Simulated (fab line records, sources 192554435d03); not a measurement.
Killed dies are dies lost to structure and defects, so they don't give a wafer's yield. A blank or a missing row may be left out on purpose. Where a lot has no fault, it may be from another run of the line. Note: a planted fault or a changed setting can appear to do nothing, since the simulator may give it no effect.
Split-lot study + flow n5_finfet + 7 lots, 39 wafers read, on a route of 1938 steps

== ON THE SPLIT ==
At N5_SD_EPI_N_DEVELOP_08 (develop time 30 s), the setting develop_time_s was moved away from the recipe's 30 s on 15 of the 39 wafers read, by -53.4% to +53.0%. This setting was run at the recipe's value on the other wafers.

The file shows no step between the split and the reading.

== THE READING ==
Shown in nm: cd_nm at N5_SD_EPI_N_CD_MEAS_09, with target cd 120 nm. A value of 120.2 nm with a standard deviation of 0.57 nm is what fault-free wafers of this fab line usually give.

| wafer  | tool, chamber at the split | develop_time_s as run, s | against the recipe | cd_nm, nm | against lot-mates on the recipe |
|--------|----------------------------|--------------------------|--------------------|-----------|---------------------------------|
| L082.1 | litho_track-05, 0          | 41.21                    | +37.4%             | 122.6     | +2.2                            |
| L082.2 | litho_track-05, 0          | 41.21                    | +37.4%             | 123.0     | +2.6                            |
| L082.3 | litho_track-05, 0          | 30                       | recipe             | 120.7     | -                               |
| L082.4 | litho_track-05, 0          | 30                       | recipe             | 120.4     | -                               |
| L082.5 | litho_track-05, 0          | 41.21                    | +37.4%             | 122.0     | +1.6                            |
| L082.6 | litho_track-05, 0          | 30                       | recipe             | 120.0     | -                               |
| L086.1 | litho_track-05, 0          | 30                       | recipe             | 120.3     | -                               |
| L086.2 | litho_track-05, 0          | 30                       | recipe             | 120.3     | -                               |
| L086.3 | litho_track-05, 0          | 30                       | recipe             | 120.3     | -                               |
| L086.4 | litho_track-05, 0          | 45.89                    | +53.0%             | 122.8     | +2.5                            |
| L086.5 | litho_track-05, 0          | 45.89                    | +53.0%             | 122.2     | +1.9                            |
| L086.6 | litho_track-05, 0          | 45.89                    | +53.0%             | 123.0     | +2.7                            |
| L088.1 | litho_track-05, 0          | 30                       | recipe             | 120.5     | -                               |
| L088.2 | litho_track-05, 0          | 16.7                     | -44.3%             | 116.7     | -3.5                            |
| L088.3 | litho_track-05, 0          | 30                       | recipe             | 119.9     | -                               |
| L088.4 | litho_track-05, 0          | 16.7                     | -44.3%             | 116.9     | -3.3                            |
| L088.5 | litho_track-05, 0          | 16.7                     | -44.3%             | 116.7     | -3.5                            |
| L088.6 | litho_track-05, 0          | 30                       | recipe             | 120.2     | -                               |
| L089.1 | litho_track-05, 0          | 13.98                    | -53.4%             | 116.8     | -3.9                            |
| L089.2 | litho_track-05, 0          | 13.98                    | -53.4%             | 115.5     | -5.2                            |
| L089.3 | litho_track-05, 0          | 30                       | recipe             | 120.4     | -                               |
| L089.4 | litho_track-05, 0          | 30                       | recipe             | 121.4     | -                               |
| L089.5 | litho_track-05, 0          | 13.98                    | -53.4%             | 116.1     | -4.6                            |
| L089.6 | litho_track-05, 0          | 30                       | recipe             | 120.2     | -                               |
| L092.1 | litho_track-05, 0          | 30                       | recipe             | 120.1     | -                               |
| L092.2 | litho_track-05, 0          | 30                       | recipe             | 120.0     | -                               |
| L092.3 | litho_track-05, 0          | 30                       | recipe             | 120.4     | -                               |
| L092.4 | litho_track-05, 0          | 30                       | recipe             | 120.8     | -                               |
| L092.5 | litho_track-05, 0          | 30                       | recipe             | 121.3     | -                               |
| L092.6 | litho_track-05, 0          | 30                       | recipe             | 120.4     | -                               |
| L093.2 | litho_track-05, 0          | 30                       | recipe             | 120.9     | -                               |
| L093.3 | litho_track-05, 0          | 30                       | recipe             | 120.4     | -                               |
| L093.5 | litho_track-05, 0          | 30                       | recipe             | 120.5     | -                               |
| L097.1 | litho_track-05, 0          | 30                       | recipe             | 120.2     | -                               |
| L097.2 | litho_track-05, 0          | 18.5                     | -38.3%             | 117.8     | -2.6                            |
| L097.3 | litho_track-05, 0          | 30                       | recipe             | 120.8     | -                               |
| L097.4 | litho_track-05, 0          | 18.5                     | -38.3%             | 118.0     | -2.4                            |
| L097.5 | litho_track-05, 0          | 30                       | recipe             | 120.1     | -                               |
| L097.6 | litho_track-05, 0          | 18.5                     | -38.3%             | 116.7     | -3.7                            |

FIT RESULTS
A straight line over all 39 wafers: cd_nm changes by +0.0657 nm for each +1% of develop_time_s; r = +0.96; the points scatter about the line by 0.58 nm.
The same after taking each lot's own level away (the mean of its wafers on the recipe; 39 wafers): +0.0667 nm for each +1%; r = +0.96; scatter 0.55 nm.
Per that fit: largest develop_time_s move, reading shift of 3.6 nm.
Across the lots, their own levels run from 120.20 to 120.67 nm, a range of 0.8 times the standard deviation given above.
Hence the lot-to-lot level has little effect on the slope; both slopes agree.
Check: -3.8 nm against its lot-mates is what the line predicts for one of the wafers moved furthest among these (-53.4%) when that wafer is left out of the fit. It came out at -3.87 nm against them.

== ADDITIONAL SPLITS CARRIED BY THESE WAFERS ==
Other splits were also applied to these wafers ahead of the reading. Each is held against what the fit with the lots' levels taken away leaves over:
| other split on the same wafers                 | wafers away from the commonest value | r with cd_nm (lot level and that fit taken away) |
|------------------------------------------------|--------------------------------------|--------------------------------------------------|
| N5_PMOS_HMC_CHANNEL_EPI_HM_DEP_34 target_thk_a | 18                                   | -0.01                                            |
| N5_DUMMY_GATE_CVD_03 target_thk_a              | 24                                   | +0.21                                            |

== THE WHOLE CHAIN: every reading that the file lists as answering this split, in the file's order ==
| step                   | what it does             | reading                                                         | change (the file's fit)                | r (the file's) |
|------------------------|--------------------------|-----------------------------------------------------------------|----------------------------------------|----------------|
| N5_SD_EPI_N_CD_MEAS_09 | target cd 120 nm         | cd_nm                                                           | +0.0682 nm for each +1% of the setting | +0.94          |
| N5_SD_EPI_N_DESCUM_14  | chemistry O2, time 7.9 s | SD_EPI_N.cd_nm (the simulator's own value, which no gauge read) | +0.0691 nm for each +1% of the setting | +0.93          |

== FILE'S OWN FIT ==
cd_nm changes by +0.0682 nm for each +1% of develop_time_s, r = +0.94.
